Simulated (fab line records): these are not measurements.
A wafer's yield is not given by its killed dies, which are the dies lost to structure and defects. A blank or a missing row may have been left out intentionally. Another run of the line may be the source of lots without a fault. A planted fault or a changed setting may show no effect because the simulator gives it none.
Which tool did it? || flow nand_harc || 42 wafers from 14 lots sampled at 6 of the route's 1302 steps

== WHAT EACH GAUGE READ, for each wafer ==
NHARC_P_M0_THK_MEAS_24: measures by xrf.
{"lot": "L342", "measured": "day 6 04:51", "on": "film_metro-01", "thk_nm (nm)": "116.6 113.7 116.4"}
{"lot": "L343", "measured": "day 6 12:08", "on": "film_metro-01", "thk_nm (nm)": "119.5 119.9 120.0"}
{"lot": "L344", "measured": "day 7 03:52", "on": "film_metro-02", "thk_nm (nm)": "118.4 115.9 117.1"}
{"lot": "L347", "measured": "day 8 07:59", "on": "film_metro-01", "thk_nm (nm)": "115.3 115.1 115.3"}
{"lot": "L350", "measured": "day 9 09:20", "on": "film_metro-01", "thk_nm (nm)": "116.3 117.3 117.1"}
{"lot": "L351", "measured": "day 10 00:22", "on": "film_metro-02", "thk_nm (nm)": "117.8 118.2 115.0"}
{"lot": "L352", "measured": "day 10 04:40", "on": "film_metro-01", "thk_nm (nm)": "119.0 118.4 118.0"}
{"lot": "L353", "measured": "day 10 16:40", "on": "film_metro-01", "thk_nm (nm)": "119.6 117.7 119.5"}
{"lot": "L356", "measured": "day 12 03:32", "on": "film_metro-02", "thk_nm (nm)": "118.0 119.5 121.5"}
{"lot": "L355", "measured": "day 12 04:02", "on": "film_metro-01", "thk_nm (nm)": "118.5 117.2 119.0"}
{"lot": "L357", "measured": "day 12 11:27", "on": "film_metro-01", "thk_nm (nm)": "118.7 115.9 120.2"}
{"lot": "L358", "measured": "day 12 22:42", "on": "film_metro-01", "thk_nm (nm)": "30.3 29.4 28.1"}
{"lot": "L359", "measured": "day 13 13:49", "on": "film_metro-01", "thk_nm (nm)": "30.2 29.5 29.0"}
{"lot": "L365", "measured": "day 15 20:44", "on": "film_metro-02", "thk_nm (nm)": "116.2 117.5 118.3"}

NHARC_P_M0_INSPECT_27.
{"lot": "L342", "measured": "day 6 05:02", "on": "defect_inspect-02", "raw_defect_count": "257 431 397"}
{"lot": "L343", "measured": "day 6 12:18", "on": "defect_inspect-02", "raw_defect_count": "178 236 117"}
{"lot": "L344", "measured": "day 7 04:02", "on": "defect_inspect-01", "raw_defect_count": "367 230 347"}
{"lot": "L347", "measured": "day 8 08:08", "on": "defect_inspect-01", "raw_defect_count": "276 261 211"}
{"lot": "L350", "measured": "day 9 09:29", "on": "defect_inspect-02", "raw_defect_count": "210 193 219"}
{"lot": "L351", "measured": "day 10 00:32", "on": "defect_inspect-02", "raw_defect_count": "191 220 270"}
{"lot": "L352", "measured": "day 10 04:50", "on": "defect_inspect-02", "raw_defect_count": "353 254 481"}
{"lot": "L353", "measured": "day 10 16:50", "on": "defect_inspect-02", "raw_defect_count": "391 310 161"}
{"lot": "L356", "measured": "day 12 03:41", "on": "defect_inspect-02", "raw_defect_count": "219 386 203"}
{"lot": "L355", "measured": "day 12 04:11", "on": "defect_inspect-01", "raw_defect_count": "197 265 327"}
{"lot": "L357", "measured": "day 12 11:36", "on": "defect_inspect-02", "raw_defect_count": "210 365 314"}
{"lot": "L358", "measured": "day 12 22:51", "on": "defect_inspect-02", "raw_defect_count": "189 259 172"}
{"lot": "L359", "measured": "day 13 13:59", "on": "defect_inspect-02", "raw_defect_count": "309 394 368"}
{"lot": "L365", "measured": "day 15 20:53", "on": "defect_inspect-02", "raw_defect_count": "268 264 335"}

== WHAT TOOL EACH LOT RAN ON (gives the tool, then ch and the chambers of the sampled wafers, and finally the start) ==
{"lot": "L342", "NHARC_P_M0_ETCH_34": "rie_diel-13 ch 0,1,2, day 5 23:50", "NHARC_P_M0_PVD_20": "pvd_sputter-02, day 6 03:52 or earlier", "NHARC_P_M0_ECD_22": "ecd_cu-01 ch 0,1, day 6 03:52", "NHARC_P_M0_CMP_23": "cmp-02 ch 0,3, day 6 04:34"}
{"lot": "L343", "NHARC_P_M0_ETCH_34": "rie_diel-03 ch 0,1,2, day 6 09:55", "NHARC_P_M0_PVD_20": "pvd_sputter-03, day 6 11:10 or earlier", "NHARC_P_M0_ECD_22": "ecd_cu-01 ch 0,1, day 6 11:10", "NHARC_P_M0_CMP_23": "cmp-03 ch 1,2, day 6 11:50"}
{"lot": "L344", "NHARC_P_M0_ETCH_34": "rie_diel-13 ch 2,3, day 7 01:39", "NHARC_P_M0_PVD_20": "pvd_sputter-02, day 7 02:50 or earlier", "NHARC_P_M0_ECD_22": "ecd_cu-02 ch 0,1, day 7 02:50", "NHARC_P_M0_CMP_23": "cmp-04 ch 0,2,3, day 7 03:37"}
{"lot": "L347", "NHARC_P_M0_ETCH_34": "rie_diel-03 ch 0,2, day 8 05:41", "NHARC_P_M0_PVD_20": "pvd_sputter-02, day 8 06:57 or earlier", "NHARC_P_M0_ECD_22": "ecd_cu-02 ch 0,1, day 8 06:57", "NHARC_P_M0_CMP_23": "cmp-02 ch 0,1, day 8 07:40"}
{"lot": "L350", "NHARC_P_M0_ETCH_34": "rie_diel-12 ch 1,3, day 9 07:07", "NHARC_P_M0_PVD_20": "pvd_sputter-02, day 9 08:18 or earlier", "NHARC_P_M0_ECD_22": "ecd_cu-01 ch 0,1, day 9 08:18", "NHARC_P_M0_CMP_23": "cmp-02 ch 2,3, day 9 09:01"}
{"lot": "L351", "NHARC_P_M0_ETCH_34": "rie_diel-12 ch 0,1,3, day 9 22:08", "NHARC_P_M0_PVD_20": "pvd_sputter-02, day 9 23:20 or earlier", "NHARC_P_M0_ECD_22": "ecd_cu-01 ch 0,1, day 9 23:20", "NHARC_P_M0_CMP_23": "cmp-03 ch 0,1,2, day 10 00:05"}
{"lot": "L352", "NHARC_P_M0_ETCH_34": "rie_diel-12 ch 1,2,3, day 10 02:26", "NHARC_P_M0_PVD_20": "pvd_sputter-01, day 10 03:44 or earlier", "NHARC_P_M0_ECD_22": "ecd_cu-01 ch 0,1, day 10 03:44", "NHARC_P_M0_CMP_23": "cmp-04 ch 1,2, day 10 04:22"}
{"lot": "L353", "NHARC_P_M0_ETCH_34": "rie_diel-03 ch 0,1, day 10 14:24", "NHARC_P_M0_PVD_20": "pvd_sputter-02, day 10 15:41 or earlier", "NHARC_P_M0_ECD_22": "ecd_cu-01 ch 0,1, day 10 15:41", "NHARC_P_M0_CMP_23": "cmp-03 ch 0,1, day 10 16:22"}
{"lot": "L356", "NHARC_P_M0_ETCH_34": "rie_diel-12 ch 0,1, day 12 01:16", "NHARC_P_M0_PVD_20": "pvd_sputter-03, day 12 02:29 or earlier", "NHARC_P_M0_ECD_22": "ecd_cu-02 ch 0,1, day 12 02:29", "NHARC_P_M0_CMP_23": "cmp-03 ch 1,2,3, day 12 03:17"}
{"lot": "L355", "NHARC_P_M0_ETCH_34": "rie_diel-13 ch 0,1,3, day 12 01:47", "NHARC_P_M0_PVD_20": "pvd_sputter-02, day 12 02:59 or earlier", "NHARC_P_M0_ECD_22": "ecd_cu-01 ch 0,1, day 12 02:59", "NHARC_P_M0_CMP_23": "cmp-02 ch 0,1,2, day 12 03:45"}
{"lot": "L357", "NHARC_P_M0_ETCH_34": "rie_diel-13 ch 0,1,3, day 12 09:11", "NHARC_P_M0_PVD_20": "pvd_sputter-03, day 12 10:31 or earlier", "NHARC_P_M0_ECD_22": "ecd_cu-01 ch 0,1, day 12 10:31", "NHARC_P_M0_CMP_23": "cmp-03 ch 2,3, day 12 11:08"}
{"lot": "L358", "NHARC_P_M0_ETCH_34": "rie_diel-13 ch 1,2,3, day 12 20:26", "NHARC_P_M0_PVD_20": "pvd_sputter-03, day 12 21:40 or earlier", "NHARC_P_M0_ECD_22": "ecd_cu-02 ch 0,1, day 12 21:40", "NHARC_P_M0_CMP_23": "cmp-04 ch 0,1,3, day 12 22:25"}
{"lot": "L359", "NHARC_P_M0_ETCH_34": "rie_diel-03 ch 1,3, day 13 11:36", "NHARC_P_M0_PVD_20": "pvd_sputter-02, day 13 12:50 or earlier", "NHARC_P_M0_ECD_22": "ecd_cu-01 ch 1, day 13 12:50", "NHARC_P_M0_CMP_23": "cmp-02 ch 1,2,3, day 13 13:31"}
{"lot": "L365", "NHARC_P_M0_ETCH_34": "rie_diel-03 ch 0,2,3, day 15 18:31", "NHARC_P_M0_PVD_20": "pvd_sputter-02, day 15 19:48 or earlier", "NHARC_P_M0_ECD_22": "ecd_cu-01 ch 0,1, day 15 19:48", "NHARC_P_M0_CMP_23": "cmp-04 ch 2,3, day 15 20:25"}
- NHARC_P_M0_ETCH_34: etches the open film in N2/H2, target depth 40 nm, overetch 12 nm, time 43.94 s.
- NHARC_P_M0_PVD_20: deposits TaN, target thk 5 nm, time 8.06 s.
- NHARC_P_M0_ECD_22: material Cu, target thk 400 nm.
- NHARC_P_M0_CMP_23: polishes, t overpolish 20 s, target thk 117.54 nm.

== WHAT THE TOOLS THEMSELVES READ (means of the sampled wafers that have a number; where no wafer has one, the mark that the record gives instead) ==
NHARC_P_M0_ETCH_34.
{"lot": "L342", "tool": "rie_diel-13", "drypump_motor_current_A (A)": 5.5, "oes_product_au (a.u.)": 0.986, "rf_vpp_V (V)": 431.6, "showerhead_plenum_p_Torr (Torr)": 2.12, "throttle_valve_pct (%)": 14.173}
{"lot": "L343", "tool": "rie_diel-03", "drypump_motor_current_A (A)": 5.9, "oes_product_au (a.u.)": 1.009, "rf_vpp_V (V)": 430.3, "showerhead_plenum_p_Torr (Torr)": 2.01, "throttle_valve_pct (%)": 14.176}
{"lot": "L344", "tool": "rie_diel-13", "drypump_motor_current_A (A)": 5.9, "oes_product_au (a.u.)": 0.996, "rf_vpp_V (V)": 432.2, "showerhead_plenum_p_Torr (Torr)": 2.05, "throttle_valve_pct (%)": 14.176}
{"lot": "L347", "tool": "rie_diel-03", "drypump_motor_current_A (A)": 6.3, "oes_product_au (a.u.)": 0.999, "rf_vpp_V (V)": 428.9, "showerhead_plenum_p_Torr (Torr)": 1.97, "throttle_valve_pct (%)": 14.166}
{"lot": "L350", "tool": "rie_diel-12", "drypump_motor_current_A (A)": 5.7, "oes_product_au (a.u.)": 0.996, "rf_vpp_V (V)": 431.0, "showerhead_plenum_p_Torr (Torr)": 2.05, "throttle_valve_pct (%)": 14.169}
{"lot": "L351", "tool": "rie_diel-12", "drypump_motor_current_A (A)": 5.6, "oes_product_au (a.u.)": 0.998, "rf_vpp_V (V)": 428.9, "showerhead_plenum_p_Torr (Torr)": 2.00, "throttle_valve_pct (%)": 14.176}
{"lot": "L352", "tool": "rie_diel-12", "drypump_motor_current_A (A)": 5.9, "oes_product_au (a.u.)": 0.997, "rf_vpp_V (V)": 430.0, "showerhead_plenum_p_Torr (Torr)": 2.00, "throttle_valve_pct (%)": 14.170}
{"lot": "L353", "tool": "rie_diel-03", "drypump_motor_current_A (A)": 6.0, "oes_product_au (a.u.)": 0.996, "rf_vpp_V (V)": 427.9, "showerhead_plenum_p_Torr (Torr)": 1.96, "throttle_valve_pct (%)": 14.171}
{"lot": "L356", "tool": "rie_diel-12", "drypump_motor_current_A (A)": 5.4, "oes_product_au (a.u.)": 1.014, "rf_vpp_V (V)": 427.4, "showerhead_plenum_p_Torr (Torr)": 1.94, "throttle_valve_pct (%)": 14.178}
{"lot": "L355", "tool": "rie_diel-13", "drypump_motor_current_A (A)": 5.7, "oes_product_au (a.u.)": 1.000, "rf_vpp_V (V)": 432.2, "showerhead_plenum_p_Torr (Torr)": 2.13, "throttle_valve_pct (%)": 14.178}
{"lot": "L357", "tool": "rie_diel-13", "drypump_motor_current_A (A)": 5.7, "oes_product_au (a.u.)": 1.000, "rf_vpp_V (V)": 432.8, "showerhead_plenum_p_Torr (Torr)": 2.13, "throttle_valve_pct (%)": 14.177}
{"lot": "L358", "tool": "rie_diel-13", "drypump_motor_current_A (A)": 5.8, "oes_product_au (a.u.)": 0.992, "rf_vpp_V (V)": 431.8, "showerhead_plenum_p_Torr (Torr)": 2.10, "throttle_valve_pct (%)": 14.174}
{"lot": "L359", "tool": "rie_diel-03", "drypump_motor_current_A (A)": 5.7, "oes_product_au (a.u.)": 1.002, "rf_vpp_V (V)": 431.1, "showerhead_plenum_p_Torr (Torr)": 2.05, "throttle_valve_pct (%)": 14.168}
{"lot": "L365", "tool": "rie_diel-03", "drypump_motor_current_A (A)": 6.2, "oes_product_au (a.u.)": 0.992, "rf_vpp_V (V)": 429.0, "showerhead_plenum_p_Torr (Torr)": 1.99, "throttle_valve_pct (%)": 14.169}

NHARC_P_M0_PVD_20.
{"lot": "L342", "tool": "pvd_sputter-02", "throttle_valve_pct (%)": 29.7}
{"lot": "L343", "tool": "pvd_sputter-03", "throttle_valve_pct (%)": 29.5}
{"lot": "L344", "tool": "pvd_sputter-02", "throttle_valve_pct (%)": 29.5}
{"lot": "L347", "tool": "pvd_sputter-02", "throttle_valve_pct (%)": 29.4}
{"lot": "L350", "tool": "pvd_sputter-02", "throttle_valve_pct (%)": 29.8}
{"lot": "L351", "tool": "pvd_sputter-02", "throttle_valve_pct (%)": 29.7}
{"lot": "L352", "tool": "pvd_sputter-01", "throttle_valve_pct (%)": 30.0}
{"lot": "L353", "tool": "pvd_sputter-02", "throttle_valve_pct (%)": 29.5}
{"lot": "L356", "tool": "pvd_sputter-03", "throttle_valve_pct (%)": 29.7}
{"lot": "L355", "tool": "pvd_sputter-02", "throttle_valve_pct (%)": 29.4}
{"lot": "L357", "tool": "pvd_sputter-03", "throttle_valve_pct (%)": 29.6}
{"lot": "L358", "tool": "pvd_sputter-03", "throttle_valve_pct (%)": 29.7}
{"lot": "L359", "tool": "pvd_sputter-02", "throttle_valve_pct (%)": 29.6}
{"lot": "L365", "tool": "pvd_sputter-02", "throttle_valve_pct (%)": 29.6}

NHARC_P_M0_ECD_22.
{"lot": "L342", "tool": "ecd_cu-01", "bath_heat_duty_pct (%)": 6.2, "bath_temp_c (C)": 25.05}
{"lot": "L343", "tool": "ecd_cu-01", "bath_heat_duty_pct (%)": 5.8, "bath_temp_c (C)": 24.89}
{"lot": "L344", "tool": "ecd_cu-02", "bath_heat_duty_pct (%)": 7.0, "bath_temp_c (C)": 25.01}
{"lot": "L347", "tool": "ecd_cu-02", "bath_heat_duty_pct (%)": 6.8, "bath_temp_c (C)": 25.06}
{"lot": "L350", "tool": "ecd_cu-01", "bath_heat_duty_pct (%)": 6.0, "bath_temp_c (C)": 25.08}
{"lot": "L351", "tool": "ecd_cu-01", "bath_heat_duty_pct (%)": 6.0, "bath_temp_c (C)": 25.05}
{"lot": "L352", "tool": "ecd_cu-01", "bath_heat_duty_pct (%)": 6.1, "bath_temp_c (C)": 25.03}
{"lot": "L353", "tool": "ecd_cu-01", "bath_heat_duty_pct (%)": 6.2, "bath_temp_c (C)": 24.94}
{"lot": "L356", "tool": "ecd_cu-02", "bath_heat_duty_pct (%)": 6.9, "bath_temp_c (C)": 24.98}
{"lot": "L355", "tool": "ecd_cu-01", "bath_heat_duty_pct (%)": 6.4, "bath_temp_c (C)": 24.92}
{"lot": "L357", "tool": "ecd_cu-01", "bath_heat_duty_pct (%)": 6.4, "bath_temp_c (C)": 25.01}
{"lot": "L358", "tool": "ecd_cu-02", "bath_heat_duty_pct (%)": "-", "bath_temp_c (C)": "-"}
{"lot": "L359", "tool": "ecd_cu-01", "bath_heat_duty_pct (%)": "-", "bath_temp_c (C)": "-"}
{"lot": "L365", "tool": "ecd_cu-01", "bath_heat_duty_pct (%)": 5.8, "bath_temp_c (C)": 25.01}

NHARC_P_M0_CMP_23.
{"lot": "L342", "tool": "cmp-02", "motor_current_A (A)": 12.6, "time_to_endpoint_s (s)": 29.5}
{"lot": "L343", "tool": "cmp-03", "motor_current_A (A)": 12.6, "time_to_endpoint_s (s)": 31.3}
{"lot": "L344", "tool": "cmp-04", "motor_current_A (A)": 11.3, "time_to_endpoint_s (s)": 29.7}
{"lot": "L347", "tool": "cmp-02", "motor_current_A (A)": 12.4, "time_to_endpoint_s (s)": 28.9}
{"lot": "L350", "tool": "cmp-02", "motor_current_A (A)": 12.1, "time_to_endpoint_s (s)": 25.5}
{"lot": "L351", "tool": "cmp-03", "motor_current_A (A)": 12.9, "time_to_endpoint_s (s)": 29.1}
{"lot": "L352", "tool": "cmp-04", "motor_current_A (A)": 12.2, "time_to_endpoint_s (s)": 31.3}
{"lot": "L353", "tool": "cmp-03", "motor_current_A (A)": 13.7, "time_to_endpoint_s (s)": 30.0}
{"lot": "L356", "tool": "cmp-03", "motor_current_A (A)": 12.4, "time_to_endpoint_s (s)": 30.6}
{"lot": "L355", "tool": "cmp-02", "motor_current_A (A)": 11.9, "time_to_endpoint_s (s)": 28.0}
{"lot": "L357", "tool": "cmp-03", "motor_current_A (A)": 11.4, "time_to_endpoint_s (s)": 27.9}
{"lot": "L358", "tool": "cmp-04", "motor_current_A (A)": 11.1, "time_to_endpoint_s (s)": 1.4}
{"lot": "L359", "tool": "cmp-02", "motor_current_A (A)": 12.2, "time_to_endpoint_s (s)": 2.2}
{"lot": "L365", "tool": "cmp-04", "motor_current_A (A)": 12.3, "time_to_endpoint_s (s)": 32.1}

== THE ANSWER, worked out from the rows above alone ==
Rule: the lots themselves supply what counts as usual. The widest of any qualifying gaps counts: lots, ordered by their means at a reading, are off when they make up no more than a third of the lots, leave a main group of 4 or more, and stand apart from it by 3 or more times the standard deviation of that group's means. A main group whose means are all the same, to the digits that the tables above print for the reading, isn't used. A lot without any number at a reading at which 4 lots or more have one is off too. Where the step has rows for the other lots, those lots are counted as sound. The gauges are gone through in route order, then the tools' own readings, and for those a lot's mean is taken as printed above. The first step at which some lot is off is used, and at that step the reading that is off furthest; a lot without a number counts as furthest.
Off at NHARC_P_M0_THK_MEAS_24 (thk_nm): L358, L359. Main group: mean 117.7 nm, sd 1.4.
A tool fits if, at a process step before that reading, it ran every lot that is off, and no sound lot after the first of them. Not tried: the gauges at NHARC_P_M0_THK_MEAS_24; whatever is off there is also off at NHARC_P_M0_ECD_22, on other tools, and gauge error can't account for it. Because NHARC_P_M0_PVD_20 lacks a start for some lots, the hours and order of its lots are taken from NHARC_P_M0_ECD_22. Of those tried, none fits.

== WHAT WAS PUT IN BY THE SIMULATOR ==
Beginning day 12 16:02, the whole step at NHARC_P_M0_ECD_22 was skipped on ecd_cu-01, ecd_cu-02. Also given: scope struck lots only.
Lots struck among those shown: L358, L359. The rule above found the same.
